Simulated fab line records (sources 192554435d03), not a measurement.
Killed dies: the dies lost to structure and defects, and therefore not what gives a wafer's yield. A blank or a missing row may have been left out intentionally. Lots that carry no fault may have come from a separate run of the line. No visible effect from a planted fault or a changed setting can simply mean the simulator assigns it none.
Which of the tools did it? -- flow n5-finfet -- 24 wafers from 8 lots sampled at 7 of the route's 1938 steps

== WHAT THE GAUGES READ, wafer by wafer ==
N5_SD_EPI_N_INSPECT_26: inspects for defects (darkfield). Usual: 203 for raw-defect-count, sd 45.
lot,measured,on,raw-defect-count,flag
L584,day 5 08:22,defect-inspect-02,181 270 220,
L585,day 5 15:11,defect-inspect-01,236 207 252,
L588,day 6 11:21,defect-inspect-01,184 182 212,
L590,day 6 17:28,defect-inspect-01,217 204 139,
L591,day 7 00:40,defect-inspect-01,1093 1145 1097,OFF
L592,day 7 04:14,defect-inspect-02,1116 1123 1127,OFF
L593,day 7 11:48,defect-inspect-01,1097 1084 1085,OFF
L599,day 8 22:47,defect-inspect-02,299 244 213,

N5_SD_EPI_P_INSPECT_11: inspects for defects (macro). Usual: 2.0 for raw-defect-count, sd 1.4.
lot,measured,on,raw-defect-count,flag
L584,day 5 08:49,defect-inspect-01,2 3 3,
L585,day 5 15:39,defect-inspect-01,4 2 2,
L588,day 6 11:48,defect-inspect-01,1 4 2,
L590,day 6 17:55,defect-inspect-01,3 4 0,
L591,day 7 01:07,defect-inspect-01,>300 >300 >300,OFF
L592,day 7 04:41,defect-inspect-01,>300 >300 >300,OFF
L593,day 7 12:15,defect-inspect-02,>300 >300 >300,OFF
L599,day 8 23:14,defect-inspect-02,3 2 0,

N5_BEOL_M4_RC_MEAS_101. Usual: DIBL_N 36.2 mV/V, standard deviation 1.7; DIBL_P 36.2 mV/V, standard deviation 2.2; IOFF_N 0.16 nA/um, standard deviation 0.035; IOFF_P 0.21 nA/um, standard deviation 0.042; ION_N 673 uA/um, standard deviation 13; ION_P 462 uA/um, standard deviation 7.9; SS_N 71.4 mV/dec, standard deviation 0.59; SS_P 73.2 mV/dec, standard deviation 0.7; VT_N 250 mV, standard deviation 3.6; VT_P -251 mV, standard deviation 3.5.
lot,measured,on,DIBL_N (mV/V),DIBL_P (mV/V),IOFF_N (nA/um),IOFF_P (nA/um),ION_N (uA/um),ION_P (uA/um),SS_N (mV/dec),SS_P (mV/dec),VT_N (mV),VT_P (mV),flag
L584,day 10 02:51,prober-01,35.0 37.7 35.9,34.7 37.1 35.6,0.13 0.17 0.14,0.21 0.25 0.24,654 668 655,466 464 464,71.3 71.3 70.4,72.4 73.0 72.9,254 250 252,-251 -247 -247,
L585,day 10 17:28,prober-01,38.1 37.1 38.6,38.7 37.4 39.1,0.19 0.17 0.19,0.24 0.22 0.25,695 678 681,468 464 466,72.1 72.0 72.6,73.9 73.7 74.6,248 250 245,-246 -250 -246,
L588,day 11 04:16,prober-02,35.3 37.7 37.8,34.2 37.2 38.8,0.12 0.16 0.16,0.16 0.19 0.22,662 686 677,457 458 464,70.2 71.1 72.0,72.5 73.5 73.0,255 249 250,-255 -253 -252,
L590,day 11 04:55,prober-01,37.7 34.2 35.3,39.0 34.5 36.8,0.17 0.12 0.14,0.26 0.19 0.22,668 659 666,463 464 460,71.2 71.6 71.3,73.8 72.0 73.0,251 252 250,-245 -250 -248,
L591,day 11 10:55,prober-02,36.0 33.5 37.8,36.3 33.6 38.1,0.17 0.12 0.20,0.21 0.18 0.26,684 668 684,466 463 464,71.8 70.9 71.9,73.6 72.8 74.1,251 255 247,-251 -253 -247,
L592,day 11 13:39,prober-02,34.7 32.8 34.0,33.5 31.6 32.5,0.11 0.10 0.11,0.16 0.13 0.15,652 648 664,449 441 447,70.9 70.4 70.9,72.8 72.4 72.4,255 258 254,-254 -256 -256,
L593,day 12 13:05,prober-02,36.2 35.4 36.9,35.5 35.1 37.5,0.16 0.16 0.17,0.21 0.21 0.24,670 677 676,465 468 462,71.2 71.6 72.2,73.1 73.0 73.1,251 249 249,-249 -249 -249,
L599,day 13 17:47,prober-01,34.9 35.1 34.1,36.8 35.5 35.1,0.15 0.14 0.13,0.17 0.16 0.16,665 672 666,450 451 454,70.6 71.4 71.0,73.9 73.2 73.1,252 252 255,-257 -259 -258,

== EACH LOT AND THE TOOL THAT RAN IT (in order: tool; ch and the chambers of the sampled wafers; start) ==
lot,N5_SD_EPI_N_ETCH_35,N5_SD_EPI_N_SD_RECESS_17,N5_SD_EPI_N_PRECLEAN_49,N5_SD_EPI_P_DESCUM_14
L584,"rie-diel-03 ch 0,2,3, day 5 04:26","rie-si-02 ch 1,2, day 5 05:02","remote-plasma-01 ch 0, day 5 07:55","rie-diel-02 ch 0,1,3, day 5 09:01"
L585,"rie-diel-03 ch 1,2,3, day 5 11:20","rie-si-03 ch 0,2,3, day 5 11:55","remote-plasma-02 ch 0, day 5 14:44","rie-diel-06 ch 0,1,2, day 5 15:41"
L588,"rie-diel-03 ch 0,1,2, day 6 05:35","rie-si-03 ch 1,2,3, day 6 06:11","remote-plasma-01 ch 0, day 6 10:45","rie-diel-06 ch 0,1,3, day 6 11:58"
L590,"rie-diel-03 ch 1,2,3, day 6 11:51","rie-si-03 ch 0,3, day 6 12:26","remote-plasma-02 ch 0, day 6 16:59","rie-diel-02 ch 1,3, day 6 18:04"
L591,"rie-diel-01 ch 1,2, day 6 17:36","rie-si-02 ch 1,2, day 6 18:12","remote-plasma-01 ch 0, day 7 00:02","rie-diel-05 ch 1,3, day 7 01:11"
L592,"rie-diel-04 ch 1,2,3, day 7 00:23","rie-si-01 ch 1,2, day 7 00:58","remote-plasma-01 ch 0, day 7 03:47","rie-diel-05 ch 1,2, day 7 04:43"
L593,"rie-diel-04 ch 1,2,3, day 7 06:54","rie-si-03 ch 0,2,3, day 7 07:30","remote-plasma-01 ch 1, day 7 11:05","rie-diel-02 ch 0,3, day 7 12:17"
L599,"rie-diel-04 ch 0,3, day 8 18:08","rie-si-02 ch 1,2, day 8 18:44","remote-plasma-02 ch 0, day 8 22:16","rie-diel-05 ch 2,3, day 8 23:20"
- N5_SD_EPI_N_ETCH_35: etches SOC in N2/H2, overetch 108 nm, time 486 s.
- N5_SD_EPI_N_SD_RECESS_17: chemistry HBr/Cl2/O2, target depth 41 nm, time 23.7 s, bt time 3 s.
- N5_SD_EPI_N_PRECLEAN_49: cleans in NF3:NH3, afs cycles 1, time 20 s, sublimation time 60 s.
- N5_SD_EPI_P_DESCUM_14: chemistry O2, time 7.9 s.

== AS READ BY THE TOOLS THEMSELVES (means over the sampled wafers that have a number; for cases with no such wafer, the mark the record gives instead) ==
N5_SD_EPI_N_ETCH_35. Usual: drypump-motor-current-A 5.7 A, standard deviation 0.45; h2-flow-sccm 200.0 sccm, standard deviation 0.54; oes-product-au 0.69 a.u., standard deviation 0.055; rf-vpp-V 241.2 V, standard deviation 1.3; showerhead-plenum-p-Torr 2.57 Torr, standard deviation 0.069; throttle-valve-pct 23.64 %, standard deviation 0.26.
lot,tool,drypump-motor-current-A (A),h2-flow-sccm (sccm),oes-product-au (a.u.),rf-vpp-V (V),showerhead-plenum-p-Torr (Torr),throttle-valve-pct (%),flag
L584,rie-diel-03,5.5,199.6,0.69,241.3,2.61,23.48,
L585,rie-diel-03,5.5,200.1,0.68,240.7,2.57,23.58,
L588,rie-diel-03,5.3,200.2,0.71,241.6,2.58,23.41,
L590,rie-diel-03,5.5,200.1,0.67,241.2,2.56,23.59,
L591,rie-diel-01,5.0,200.1,0.64,241.2,2.57,23.89,
L592,rie-diel-04,6.0,200.2,0.69,241.6,2.57,23.62,
L593,rie-diel-04,6.0,199.8,0.68,240.5,2.57,23.62,
L599,rie-diel-04,6.0,199.9,0.65,241.1,2.58,23.75,

N5_SD_EPI_N_SD_RECESS_17. Usual: drypump-motor-current-A 6.0 A, standard deviation 0.63; oes-product-au 1.006 a.u., standard deviation 0.013; throttle-valve-pct 37.1 %, standard deviation 0.34.
lot,tool,drypump-motor-current-A (A),oes-product-au (a.u.),throttle-valve-pct (%),flag
L584,rie-si-02,6.7,0.993,37.0,
L585,rie-si-03,5.4,1.013,36.9,
L588,rie-si-03,5.7,1.011,36.9,
L590,rie-si-03,4.9,1.011,37.0,
L591,rie-si-02,6.8,1.001,37.2,
L592,rie-si-01,5.5,1.014,37.0,
L593,rie-si-03,5.4,1.009,36.9,
L599,rie-si-02,6.7,0.998,36.9,

N5_SD_EPI_N_PRECLEAN_49. Usual: 179.99 C for sublimation-temp-c, sd 0.16.
lot,tool,sublimation-temp-c (C),flag
L584,remote-plasma-01,179.91,
L585,remote-plasma-02,179.86,
L588,remote-plasma-01,180.01,
L590,remote-plasma-02,179.82,
L591,remote-plasma-01,179.92,
L592,remote-plasma-01,180.00,
L593,remote-plasma-01,180.01,
L599,remote-plasma-02,179.99,

N5_SD_EPI_P_DESCUM_14. Usual: drypump-motor-current-A 5.6 A, standard deviation 0.52; oes-product-au 0.77 a.u., standard deviation 0.08; rf-vpp-V 243.7 V, standard deviation 1.6; showerhead-plenum-p-Torr 2.11 Torr, standard deviation 0.09; throttle-valve-pct 20.47 %, standard deviation 0.26.
lot,tool,drypump-motor-current-A (A),oes-product-au (a.u.),rf-vpp-V (V),showerhead-plenum-p-Torr (Torr),throttle-valve-pct (%),flag
L584,rie-diel-02,5.5,0.74,244.2,2.12,20.73,
L585,rie-diel-06,5.9,0.78,243.4,2.09,20.32,
L588,rie-diel-06,6.1,0.80,244.5,2.13,20.19,
L590,rie-diel-02,5.6,0.71,243.0,2.04,20.78,
L591,rie-diel-05,5.7,0.84,243.6,2.16,20.40,
L592,rie-diel-05,5.2,0.78,243.7,2.15,20.64,
L593,rie-diel-02,5.3,0.74,244.5,2.18,20.73,
L599,rie-diel-05,5.4,0.72,244.4,2.17,20.43,

== THE ANSWER, worked out from the rows above alone ==
Rule: a lot is off if the mean of its wafers that have a number lies more than 3 standard deviations from the usual mean. A lot without any number at a reading at which 4 lots or more have one is off too. Where the step has rows for the other lots, those lots are counted as sound. After the gauges, taken in route order, come the tools' own readings; for these a lot's mean is taken, as printed above. The first step at which some lot is off is used, and at that step the reading that is off furthest; a lot without a number counts as furthest.
Off: L591, L592, L593, at N5_SD_EPI_N_INSPECT_26 (raw-defect-count).
A tool fits if, at a process step before that reading, it ran every lot that is off, and no sound lot after the first of them. Gauges at N5_SD_EPI_N_INSPECT_26: tried the same way as those tools. One fits: remote-plasma-01 at N5_SD_EPI_N_PRECLEAN_49. Its last sound lot is L588 (day 6 10:45), its first lot that is off L591 (day 7 00:02): a fault that began between those two fits.

== WHAT THE SIMULATOR HAD INSERTED ==
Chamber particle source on remote-plasma-01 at N5_SD_EPI_N_PRECLEAN_49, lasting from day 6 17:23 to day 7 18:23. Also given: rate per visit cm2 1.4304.
Shown lots that were struck: L591, L592, L593. The same result came from the rule above.
